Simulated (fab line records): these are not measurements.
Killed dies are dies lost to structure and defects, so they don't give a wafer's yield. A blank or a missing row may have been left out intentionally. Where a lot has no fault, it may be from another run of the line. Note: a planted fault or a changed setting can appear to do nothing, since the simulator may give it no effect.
fab line records + flow nand-harc
record
- lots=6
- wafers=16
- last-day=24
route steps=1159 shown A_STAIRCASE@582 END@1159
lots untouched by any fault: they come from a run of this same line in which no faults occurred
start-h: hours from the record's first day to the start of the lot's first wafer shown + wait-h: hours since the lot's step before + " unchanged from the row above + L1.1+2: a row that stands for several wafers + - value missing, or start not given + * or withheld: withheld + < > ~ a bound
route shown NAME@n: names a module that has steps shown in the file, with the first one's number in the route + usual: mean and standard deviation over wafers with no fault + same: alike in all rows + chamber/n: place in a boat + sites: per-site readings + _std_site: the values' standard deviation + _edge_site: the outer-site mean with the inner-site mean subtracted + radius-mm: for every site, how far away it sits from the centre of the wafer + mask NAME#n: copy n + behind: the tool/chamber that last shaped the wafer + hold: why the lot went on hold/how many hours it stayed there/how the hold came to an end + device: the transistor (n, p or np) that didn't switch + end of line: tests run on the same wafers once the route is complete + a step given without rows: its recipe and nothing more + killed: count of dies lost to structure and defects at first sort (not the wafer's yield) + map: shows each die of a wafer: x if killed, . if not, _ if none is there
set.NAME: the setting as run; set.NAME@STEP: as run at that earlier step + model.NAME: the simulator's own value behind a step, which no gauge read
lots seen at some steps along the route; tables by step, rows by wafer
services: the hour from which a tool's chamber was out of use, counted from the record's first day as start-h (under 0 if before that day), plus the number of hours and why
## steps
# step NHARC_A_STAIRCASE_ETCH_188
# recipe
- target-depth-a=1000
- time-s=40.5
- ion-energy-ev=400
- c4f8-flow-sccm=20
- o2-flow-sccm=10
- ar-flow-sccm=withheld
- rf-w=600
- bias-w=1000
- chemistry=C4F8/O2
# usual
- bias-w=1001/3
- oes-product-au=0.941/0.014
- rf-vpp-V=893/4.8
| lot.wafer | tool        | chamber | start-h | wait-h | bias-w | oes-product-au | rf-hours-counter-h | rf-vpp-V |
|-----------|-------------|---------|---------|--------|--------|----------------|--------------------|----------|
| L778.2    | rie-diel-01 | 0       | -       | -      | 1002   | 0.947          | 43                 | 887      |
| L778.3    | "           | 1       | "       | "      | 1001   | 0.948          | 44                 | 889      |
| L778.4    | "           | 3       | "       | "      | 1000   | 0.950          | 39                 | 894      |
| L788.3    | rie-diel-08 | 3       | -       | -      | 1000   | 0.956          | 0                  | 889      |
| L788.1    | "           | 0       | "       | "      | 1003   | 0.951          | 0                  | 889      |
| L790.4    | rie-diel-07 | 1       | -       | -      | 1002   | 0.951          | 23                 | 894      |
| L790.1    | "           | 3       | "       | "      | 995    | 0.932          | 24                 | 895      |
| L790.5    | "           | 2       | "       | "      | 999    | 0.945          | -                  | 896      |
| L787.3    | rie-diel-07 | 2       | -       | -      | 999    | 0.961          | 24                 | 897      |
| L787.5    | "           | 2       | "       | "      | 999    | 0.963          | -                  | 896      |
| L795.2    | rie-diel-07 | 2       | -       | -      | 999    | 0.945          | 42                 | 897      |
| L795.5    | "           | 3       | "       | "      | 1007   | 0.922          | -                  | 893      |
| L795.6    | "           | 0       | "       | "      | 1001   | 0.930          | -                  | 903      |
| L797.3    | rie-diel-01 | 1       | -       | -      | 1000   | 0.929          | 16                 | 888      |
| L797.6    | "           | 1       | "       | "      | 1000   | 0.929          | -                  | 889      |
| L797.5    | "           | 2       | "       | "      | 1006   | 0.922          | -                  | 900      |
# step NHARC_A_STAIRCASE_TRIM_189
# recipe
- time-s=211.2
- o2-flow-sccm=500
- ar-flow-sccm=0
- bias-w=0
- chemistry=O2
# usual
- drypump-motor-current-A=5.7/0.43
- oes-product-au=1.001/0.0087
- rf-vpp-V=57.5/0.8
- run-length-s=232.6/0.41
- showerhead-plenum-p-Torr=3.45/0.13
- throttle-valve-pct=17.037/0.0098
# same
- bias-w=0
| lot.wafer | tool        | chamber | start-h | wait-h | drypump-motor-current-A | oes-product-au | rf-hours-counter-h | rf-vpp-V | run-length-s | showerhead-plenum-p-Torr | throttle-valve-pct |
|-----------|-------------|---------|---------|--------|-------------------------|----------------|--------------------|----------|--------------|--------------------------|--------------------|
| L778.3    | rie-diel-01 | 0       | -       | -      | 6.8                     | 1.010          | 43                 | 58.3     | 232.6        | 3.31                     | 17.031             |
| L778.4    | "           | 2       | "       | "      | 6.0                     | 1.003          | 40                 | 57.4     | 232.6        | 3.63                     | 17.028             |
| L778.2    | "           | 3       | "       | "      | 5.4                     | 0.991          | 39                 | 57.3     | 232.1        | 3.48                     | 17.040             |
| L788.3    | rie-diel-08 | 1       | -       | -      | 5.5                     | 0.985          | 0                  | 58.8     | 233.1        | 3.48                     | 17.059             |
| L788.1    | "           | 3       | "       | "      | 5.5                     | 1.006          | 0                  | 58.7     | 233.1        | 3.33                     | 17.048             |
| L790.1    | rie-diel-07 | 2       | -       | -      | 5.9                     | 1.008          | 24                 | 58.2     | 233.0        | 3.55                     | 17.021             |
| L790.4    | "           | 3       | "       | "      | 5.2                     | 0.991          | 24                 | 56.7     | 233.1        | 3.49                     | 17.034             |
| L790.5    | "           | 1       | "       | "      | 5.6                     | 1.004          | -                  | 58.0     | 232.4        | 3.50                     | 17.047             |
| L787.3    | rie-diel-07 | 1       | -       | -      | 5.7                     | 1.005          | 24                 | 59.1     | 232.3        | 3.50                     | 17.050             |
| L787.5    | "           | 3       | "       | "      | 5.3                     | 0.996          | -                  | 57.4     | 233.1        | 3.49                     | 17.039             |
| L795.2    | rie-diel-07 | 2       | -       | -      | 6.0                     | 1.012          | 42                 | 57.4     | 232.3        | 3.54                     | 17.044             |
| L795.5    | "           | 2       | "       | "      | 6.0                     | 1.001          | -                  | 57.3     | 232.5        | 3.54                     | 17.022             |
| L795.6    | "           | 3       | "       | "      | 5.3                     | 0.991          | -                  | 57.1     | 232.9        | 3.48                     | 17.055             |
| L797.3    | rie-diel-01 | 1       | -       | -      | 5.1                     | 0.995          | 16                 | 57.6     | 232.6        | 3.34                     | 17.040             |
| L797.6    | "           | 3       | "       | "      | 5.4                     | 0.996          | -                  | 57.9     | 231.9        | 3.46                     | 17.031             |
| L797.5    | "           | 0       | "       | "      | 6.8                     | 1.011          | -                  | 57.7     | 232.5        | 3.29                     | 17.035             |
# step NHARC_A_STAIRCASE_ETCH_190
# recipe
- target-depth-a=1000
- time-s=40.5
- ion-energy-ev=400
- c4f8-flow-sccm=20
- o2-flow-sccm=10
- ar-flow-sccm=withheld
- rf-w=600
- bias-w=1000
- chemistry=C4F8/O2
# step NHARC_A_STAIRCASE_TRIM_191
# recipe
- time-s=211.2
- o2-flow-sccm=500
- ar-flow-sccm=0
- bias-w=0
- chemistry=O2
# usual
- drypump-motor-current-A=5.7/0.37
- oes-product-au=1.002/0.0094
- rf-vpp-V=57.6/0.93
- run-length-s=232.6/0.43
- showerhead-plenum-p-Torr=3.46/0.13
- throttle-valve-pct=17.038/0.01
# same
- bias-w=0
| lot.wafer | tool        | chamber | start-h | wait-h | drypump-motor-current-A | oes-product-au | rf-hours-counter-h | rf-vpp-V | run-length-s | showerhead-plenum-p-Torr | throttle-valve-pct |
|-----------|-------------|---------|---------|--------|-------------------------|----------------|--------------------|----------|--------------|--------------------------|--------------------|
| L778.3    | rie-diel-01 | 2       | -       | -      | 6.0                     | 1.003          | 40                 | 59.5     | 233.0        | 3.63                     | 17.037             |
| L778.4    | "           | 3       | "       | "      | 5.4                     | 1.002          | 39                 | 58.3     | 231.7        | 3.48                     | 17.048             |
| L778.2    | "           | 0       | "       | "      | 6.7                     | 1.008          | 43                 | 55.9     | 232.7        | 3.31                     | 17.040             |
| L788.1    | rie-diel-08 | 0       | -       | -      | 5.8                     | 1.008          | 0                  | 56.1     | 232.4        | 3.33                     | 17.032             |
| L788.3    | "           | 2       | "       | "      | 6.0                     | 1.007          | 0                  | 57.4     | 231.9        | 3.38                     | 17.037             |
| L790.4    | rie-diel-07 | 0       | -       | -      | 5.8                     | 1.000          | 23                 | 59.4     | 232.7        | 3.76                     | 17.030             |
| L790.1    | "           | 2       | "       | "      | 5.9                     | 1.000          | 24                 | 59.7     | 232.5        | 3.55                     | 17.046             |
| L790.5    | "           | 3       | "       | "      | 5.2                     | 0.987          | -                  | 57.8     | 233.3        | 3.49                     | 17.042             |
| L787.3    | rie-diel-07 | 3       | -       | -      | 5.3                     | 0.997          | 24                 | 56.8     | 233.0        | 3.49                     | 17.035             |
| L787.5    | "           | 1       | "       | "      | 5.7                     | 1.017          | -                  | 57.2     | 232.4        | 3.50                     | 17.044             |
| L795.2    | rie-diel-07 | 1       | -       | -      | 5.6                     | 0.999          | 41                 | 57.6     | 232.1        | 3.49                     | 17.026             |
| L795.5    | "           | 3       | "       | "      | 5.3                     | 1.001          | -                  | 58.1     | 233.1        | 3.48                     | 17.039             |
| L795.6    | "           | 0       | "       | "      | 5.8                     | 0.993          | -                  | 57.0     | 232.5        | 3.75                     | 17.038             |
| L797.3    | rie-diel-01 | 1       | -       | -      | 5.1                     | 0.991          | 16                 | 57.0     | 232.2        | 3.34                     | 17.033             |
| L797.6    | "           | 2       | "       | "      | 6.0                     | 1.007          | -                  | 56.9     | 232.8        | 3.61                     | 17.036             |
| L797.5    | "           | 3       | "       | "      | 5.3                     | 1.011          | -                  | 58.2     | 231.7        | 3.46                     | 17.036             |
# step NHARC_A_STAIRCASE_ETCH_192
# recipe
- target-depth-a=1000
- time-s=40.5
- ion-energy-ev=400
- c4f8-flow-sccm=20
- o2-flow-sccm=10
- ar-flow-sccm=withheld
- rf-w=600
- bias-w=1000
- chemistry=C4F8/O2
# step NHARC_A_STAIRCASE_TRIM_193
# recipe
- time-s=211.2
- o2-flow-sccm=500
- ar-flow-sccm=0
- bias-w=0
- chemistry=O2
# usual
- drypump-motor-current-A=5.7/0.38
- oes-product-au=1.003/0.0098
- rf-vpp-V=57.7/0.84
- run-length-s=232.6/0.45
- showerhead-plenum-p-Torr=3.46/0.13
- throttle-valve-pct=17.037/0.0097
# same
- bias-w=0
| lot.wafer | tool        | chamber | start-h | wait-h | drypump-motor-current-A | oes-product-au | rf-hours-counter-h | rf-vpp-V | run-length-s | showerhead-plenum-p-Torr | throttle-valve-pct |
|-----------|-------------|---------|---------|--------|-------------------------|----------------|--------------------|----------|--------------|--------------------------|--------------------|
| L778.2    | rie-diel-01 | 0       | -       | -      | 6.7                     | 1.006          | 43                 | 54.8     | 232.8        | 3.31                     | 17.036             |
| L778.4    | "           | 1       | "       | "      | 5.1                     | 1.010          | 44                 | 56.8     | 231.9        | 3.36                     | 17.058             |
| L778.3    | "           | 3       | "       | "      | 5.4                     | 0.972          | 39                 | 57.8     | 232.0        | 3.48                     | 17.027             |
| L788.1    | rie-diel-08 | 2       | -       | -      | 6.0                     | 0.998          | 0                  | 56.9     | 231.9        | 3.38                     | 17.041             |
| L788.3    | "           | 3       | "       | "      | 5.5                     | 1.000          | 0                  | 56.9     | 233.6        | 3.33                     | 17.030             |
| L790.4    | rie-diel-07 | 2       | -       | -      | 5.9                     | 1.003          | 24                 | 56.7     | 232.5        | 3.55                     | 17.039             |
| L790.1    | "           | 3       | "       | "      | 5.3                     | 0.998          | 24                 | 56.9     | 232.8        | 3.49                     | 17.030             |
| L790.5    | "           | 1       | "       | "      | 5.6                     | 1.011          | -                  | 56.8     | 232.4        | 3.50                     | 17.039             |
| L787.3    | rie-diel-07 | 3       | -       | -      | 5.2                     | 0.995          | 25                 | 58.1     | 233.3        | 3.49                     | 17.029             |
| L787.5    | "           | 3       | "       | "      | 5.3                     | 0.998          | -                  | 58.1     | 233.5        | 3.49                     | 17.031             |
| L795.2    | rie-diel-07 | 2       | -       | -      | 5.9                     | 1.018          | 42                 | 56.7     | 232.8        | 3.54                     | 17.034             |
| L795.6    | "           | 1       | "       | "      | 5.7                     | 1.008          | -                  | 56.6     | 232.3        | 3.49                     | 17.008             |
| L795.5    | "           | 2       | "       | "      | 5.9                     | 0.997          | -                  | 58.2     | 232.4        | 3.54                     | 17.041             |
| L797.3    | rie-diel-01 | 1       | -       | -      | 5.1                     | 0.985          | 16                 | 58.0     | 232.1        | 3.34                     | 17.012             |
| L797.5    | "           | 1       | "       | "      | 5.1                     | 1.003          | -                  | 57.2     | 232.1        | 3.34                     | 17.041             |
| L797.6    | "           | 2       | "       | "      | 6.0                     | 1.008          | -                  | 57.7     | 232.5        | 3.61                     | 17.040             |
# step NHARC_A_STAIRCASE_ETCH_194
# recipe
- target-depth-a=1000
- time-s=40.5
- ion-energy-ev=400
- c4f8-flow-sccm=20
- o2-flow-sccm=10
- ar-flow-sccm=withheld
- rf-w=600
- bias-w=1000
- chemistry=C4F8/O2
# step NHARC_A_STAIRCASE_TRIM_196
# recipe
- time-s=211.2
- o2-flow-sccm=500
- ar-flow-sccm=0
- bias-w=0
- chemistry=O2
# step NHARC_A_STAIRCASE_ETCH_197
# recipe
- target-depth-a=1000
- time-s=40.5
- ion-energy-ev=400
- c4f8-flow-sccm=20
- o2-flow-sccm=10
- ar-flow-sccm=withheld
- rf-w=600
- bias-w=1000
- chemistry=C4F8/O2
# step NHARC_A_STAIRCASE_TRIM_198
# recipe
- time-s=211.2
- o2-flow-sccm=500
- ar-flow-sccm=0
- bias-w=0
- chemistry=O2
# step NHARC_A_STAIRCASE_ETCH_199
# recipe
- target-depth-a=1000
- time-s=40.5
- ion-energy-ev=400
- c4f8-flow-sccm=20
- o2-flow-sccm=10
- ar-flow-sccm=withheld
- rf-w=600
- bias-w=1000
- chemistry=C4F8/O2
# usual
- bias-w=1000.0/2.8
- oes-product-au=0.945/0.012
- rf-vpp-V=892/4.7
| lot.wafer | tool        | chamber | start-h | wait-h | bias-w | oes-product-au | rf-hours-counter-h | rf-vpp-V |
|-----------|-------------|---------|---------|--------|--------|----------------|--------------------|----------|
| L778.3    | rie-diel-01 | 1       | -       | -      | 998.5  | 0.964          | 45                 | 888      |
| L778.4    | "           | 2       | "       | "      | 994.3  | 0.953          | 41                 | 900      |
| L778.2    | "           | 3       | "       | "      | 1000.7 | 0.934          | 39                 | 895      |
| L788.1    | rie-diel-08 | 0       | -       | -      | 998.9  | 0.948          | 1                  | 888      |
| L788.3    | "           | 3       | "       | "      | 994.9  | 0.952          | 1                  | 889      |
| L790.1    | rie-diel-01 | 1       | -       | -      | 998.4  | 0.937          | 69                 | 889      |
| L790.4    | "           | 2       | "       | "      | 1000.0 | 0.923          | 64                 | 900      |
| L790.5    | "           | 1       | "       | "      | 997.1  | 0.943          | -                  | 889      |
| L787.3    | rie-diel-08 | 2       | -       | -      | 998.6  | 0.945          | 2                  | 890      |
| L787.5    | "           | 0       | "       | "      | 999.6  | 0.953          | -                  | 886      |
| L795.2    | rie-diel-07 | 3       | -       | -      | 1003.6 | 0.939          | 43                 | 894      |
| L795.6    | "           | 2       | "       | "      | 1002.8 | 0.948          | -                  | 895      |
| L795.5    | "           | 3       | "       | "      | 996.8  | 0.929          | -                  | 895      |
| L797.3    | rie-diel-01 | 0       | -       | -      | 999.8  | 0.956          | 20                 | 887      |
| L797.5    | "           | 1       | "       | "      | 1001.3 | 0.928          | -                  | 889      |
| L797.6    | "           | 2       | "       | "      | 1000.9 | 0.944          | -                  | 900      |
# step NHARC_A_STAIRCASE_TRIM_200
# recipe
- time-s=211.2
- o2-flow-sccm=500
- ar-flow-sccm=0
- bias-w=0
- chemistry=O2
# usual
- drypump-motor-current-A=5.7/0.45
- oes-product-au=1.003/0.0097
- rf-vpp-V=57.5/0.77
- run-length-s=232.5/0.4
- showerhead-plenum-p-Torr=3.44/0.13
- throttle-valve-pct=17.036/0.0091
# same
- bias-w=0
| lot.wafer | tool        | chamber | start-h | wait-h | drypump-motor-current-A | oes-product-au | rf-hours-counter-h | rf-vpp-V | run-length-s | showerhead-plenum-p-Torr | throttle-valve-pct |
|-----------|-------------|---------|---------|--------|-------------------------|----------------|--------------------|----------|--------------|--------------------------|--------------------|
| L778.4    | rie-diel-01 | 1       | 257.93  | -      | 5.1                     | 1.008          | 45                 | 57.3     | 232.0        | 3.36                     | 17.030             |
| L778.2    | "           | 2       | "       | "      | 6.0                     | 1.006          | 41                 | 57.5     | 232.5        | 3.63                     | 17.028             |
| L778.3    | "           | 0       | "       | "      | 6.7                     | 1.015          | 43                 | 57.7     | 232.6        | 3.31                     | 17.045             |
| L788.3    | rie-diel-08 | 2       | 313.71  | -      | 6.0                     | 0.992          | 1                  | 58.4     | 256.5        | 3.38                     | 17.032             |
| L788.1    | "           | 3       | "       | "      | 5.6                     | 1.002          | 1                  | 58.8     | 257.3        | 3.33                     | 17.051             |
| L790.4    | rie-diel-01 | 2       | 314.63  | -      | 6.0                     | 0.999          | 64                 | 58.7     | 232.5        | 3.61                     | 17.046             |
| L790.1    | "           | 3       | "       | "      | 5.4                     | 0.989          | 61                 | 58.5     | 231.6        | 3.47                     | 17.037             |
| L790.5    | "           | 1       | "       | "      | 5.1                     | 1.007          | -                  | 58.3     | 232.2        | 3.34                     | 17.030             |
| L787.3    | rie-diel-08 | 0       | 317.48  | -      | 5.8                     | 1.006          | 3                  | 58.4     | 256.5        | 3.33                     | 17.039             |
| L787.5    | "           | 1       | "       | "      | 5.5                     | 0.988          | -                  | 58.0     | 233.1        | 3.48                     | 17.030             |
| L795.2    | rie-diel-07 | 1       | 359.01  | -      | 5.6                     | 1.008          | 42                 | 57.5     | 232.4        | 3.49                     | 17.027             |
| L795.6    | "           | 0       | "       | "      | 5.8                     | 1.005          | -                  | 58.9     | 232.7        | 3.75                     | 17.044             |
| L795.5    | "           | 1       | "       | "      | 5.7                     | 1.012          | -                  | 57.9     | 232.3        | 3.49                     | 17.033             |
| L797.3    | rie-diel-01 | 0       | 374.71  | -      | 6.7                     | 1.012          | 20                 | 57.1     | 232.6        | 3.29                     | 17.026             |
| L797.5    | "           | 1       | "       | "      | 5.1                     | 0.993          | -                  | 56.7     | 232.5        | 3.34                     | 17.041             |
| L797.6    | "           | 2       | "       | "      | 6.0                     | 0.996          | -                  | 57.9     | 232.8        | 3.60                     | 17.036             |
# step NHARC_A_STAIRCASE_ETCH_201
# recipe
- target-depth-a=1000
- time-s=40.5
- ion-energy-ev=400
- c4f8-flow-sccm=20
- o2-flow-sccm=10
- ar-flow-sccm=withheld
- rf-w=600
- bias-w=1000
- chemistry=C4F8/O2
# step NHARC_END_SORT_01
# recipe
- temp-c=25
# usual
- killed-at-array=29/10
- killed-at-other=0.7/1.1
- killed-at-periphery=3.2/2.2
- killed-dies=33/11
- killed-open=3.5/1.8
- killed-short=2.0/1.4
# same
- gross-dies=677
| lot.wafer | tool      | chamber | start-h | wait-h | killed-at-array | killed-at-other | killed-at-periphery | killed-dies | killed-open | killed-short |
|-----------|-----------|---------|---------|--------|-----------------|-----------------|---------------------|-------------|-------------|--------------|
| L788.1    | prober-02 | 0       | 506.07  | 2.5    | 42              | 0               | 4                   | 46          | 3           | 5            |
| L788.3    | prober-02 | 0       | 507.68  | 3.1    | 45              | 0               | 2                   | 47          | 4           | 0            |
| L795.2    | prober-02 | 0       | 567.29  | 2.8    | 28              | 0               | 7                   | 35          | 5           | 1            |
| L795.5    | prober-02 | 0       | 569.66  | 3.7    | 39              | 0               | 4                   | 43          | 5           | 2            |
| L795.6    | prober-02 | 0       | 570.45  | 4.0    | 25              | 1               | 0                   | 26          | 2           | 0            |
| L797.3    | prober-02 | 0       | 575.83  | 3.1    | 51              | 0               | 1                   | 52          | 2           | 1            |
| L797.5    | prober-02 | 0       | 577.43  | 3.7    | 41              | 2               | 0                   | 43          | 3           | 1            |
| L797.6    | prober-02 | 0       | 578.23  | 4.0    | 35              | 3               | 1                   | 39          | 2           | 3            |
# killed by level:class
L788.1 A_CHANNEL_HOLE_D1:chamber-film-flake=15 A_SLIT:chamber-film-flake=13 A_CHANNEL_HOLE_D1:geometric-particle:short=3 P_M2:chamber-film-flake=3 A_STAIRCASE:chamber-film-flake=3 A_CONTACT:chamber-film-flake=3 A_ONON_D1:geometric-particle:open=2 A_ONON_D1:geometric-particle:short=1
L788.3 A_CHANNEL_HOLE_D1:chamber-film-flake=16 A_SLIT:chamber-film-flake=16 A_STAIRCASE:chamber-film-flake=5 A_CONTACT:chamber-film-flake=3 A_M0:geometric-particle:open=2 P_M2:chamber-film-flake=2 A_ONON_D1:geometric-particle:open=1 A_CONTACT:geometric-particle:open=1
L795.2 A_SLIT:chamber-film-flake=13 A_CHANNEL_HOLE_D1:chamber-film-flake=9 A_CONTACT:geometric-particle:open=2 P_GATE:chamber-film-flake=2 P_CONTACT:geometric-particle:open=1 P_M0:geometric-particle:short=1 P_M1:geometric-particle:open=1 A_ONON_D1:geometric-particle:open=1
L795.5 A_SLIT:chamber-film-flake=16 A_CHANNEL_HOLE_D1:chamber-film-flake=12 A_ZERO_WELL:chamber-film-flake=4 A_M0:geometric-particle:open=2 P_M0:geometric-particle:open=1 P_M1:geometric-particle:open=1 A_ONON_D1:geometric-particle:short=1 A_CONTACT:geometric-particle:short=1
L795.6 A_SLIT:chamber-film-flake=10 A_CHANNEL_HOLE_D1:chamber-film-flake=8 A_STAIRCASE:chamber-film-flake=2 A_CONTACT:chamber-film-flake=2 A_WL_FILL:geometric-particle:open=1 A_BLC:geometric-particle:open=1 A_ZERO_WELL:chamber-film-flake=1 THIN_TSV:chamber-film-flake=1
L797.3 A_SLIT:chamber-film-flake=20 A_SGD_CUT:chamber-film-flake=8 A_CONTACT:chamber-film-flake=8 A_CHANNEL_HOLE_D1:chamber-film-flake=5 A_ZERO_WELL:chamber-film-flake=3 A_STAIRCASE:chamber-film-flake=3 A_WL_FILL:chamber-film-flake=2 P_CONTACT:geometric-particle:open=1
L797.5 A_SLIT:chamber-film-flake=23 A_CHANNEL_HOLE_D1:chamber-film-flake=4 A_CONTACT:chamber-film-flake=3 A_CHANNEL_FILL_D1:chamber-film-flake=2 A_SGD_CUT:chamber-film-flake=2 THIN_TSV:chamber-film-flake=2 A_ONON_D1:geometric-particle:open=1 A_SLIT:geometric-particle:open=1
L797.6 A_SLIT:chamber-film-flake=13 A_CHANNEL_HOLE_D1:chamber-film-flake=8 A_SGD_CUT:chamber-film-flake=5 A_CONTACT:chamber-film-flake=4 THIN_TSV:chamber-film-flake=2 P_M1:geometric-particle:short=1 A_ONON_D1:geometric-particle:short=1 A_CHANNEL_HOLE_D1:geometric-particle:open=1
## services
| tool        | chamber | start-h | hours | kind       |
|-------------|---------|---------|-------|------------|
| rie-diel-08 | -       | 236.07  | 1.2   | repair     |
| rie-diel-01 | 0       | 245.01  | -     | clean      |
| rie-diel-01 | 1       | 245.01  | -     | clean      |
| rie-diel-01 | 2       | 245.01  | -     | clean      |
| rie-diel-01 | 3       | 245.01  | -     | clean      |
| rie-diel-08 | 3       | 254.08  | 6.2   | repair     |
| rie-diel-01 | 0       | 269.51  | -     | clean      |
| rie-diel-01 | 1       | 269.51  | -     | clean      |
| rie-diel-01 | 2       | 269.51  | -     | clean      |
| rie-diel-01 | 3       | 269.51  | -     | clean      |
| rie-diel-01 | 0       | 294.01  | -     | clean      |
| rie-diel-01 | 1       | 294.01  | -     | clean      |
| rie-diel-01 | 2       | 294.01  | -     | clean      |
| rie-diel-01 | 3       | 294.01  | -     | clean      |
| rie-diel-08 | -       | 302.88  | 9.0   | pm         |
| rie-diel-01 | -       | 314.93  | 9.0   | pm         |
| rie-diel-01 | 0       | 314.93  | 9.0   | vent-cycle |
| rie-diel-01 | 1       | 314.93  | 9.0   | vent-cycle |
| rie-diel-01 | 2       | 314.93  | 9.0   | vent-cycle |
| rie-diel-01 | 3       | 314.93  | 9.0   | vent-cycle |
| rie-diel-08 | -       | 321.30  | 0.4   | repair     |
| rie-diel-01 | 0       | 323.93  | -     | clean      |
| rie-diel-01 | 1       | 323.93  | -     | clean      |
| rie-diel-08 | 1       | 348.57  | 18.6  | repair     |
## key
first-sign
- step=NHARC_A_STAIRCASE_TRIM_200
- reading=run-length-s
- direction=up
- sigmas=61
- usual=*
- struck=*
effect none on later readings
met-at NHARC_A_STAIRCASE_TRIM_200
struck-wafers L787.3,L788.1,L788.3
sort-left-out L787.3
tester-left-out L787,L788
fault
- kind=process-parameter-drift
- tool=rie-diel-08
- chamber=-
- onset-h=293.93
- steps=NHARC_A_STAIRCASE_TRIM_200
- channel=time-s
- offset=*
- shape=step
- end-h=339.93
- scope=struck-wafers-only
- acts-in=*
- stated=*
# tester-left-out: of these lots the tester's yield and bins aren't shown, on N5 and GAA mostly nor the transistor test; their killed dies are dies lost to structure and defects alone, not to doping, threshold or leakage, so they don't give the yield
# sort-left-out: the simulated sort isn't trusted on such a fault, so these wafers' sort isn't shown, and their yield isn't known
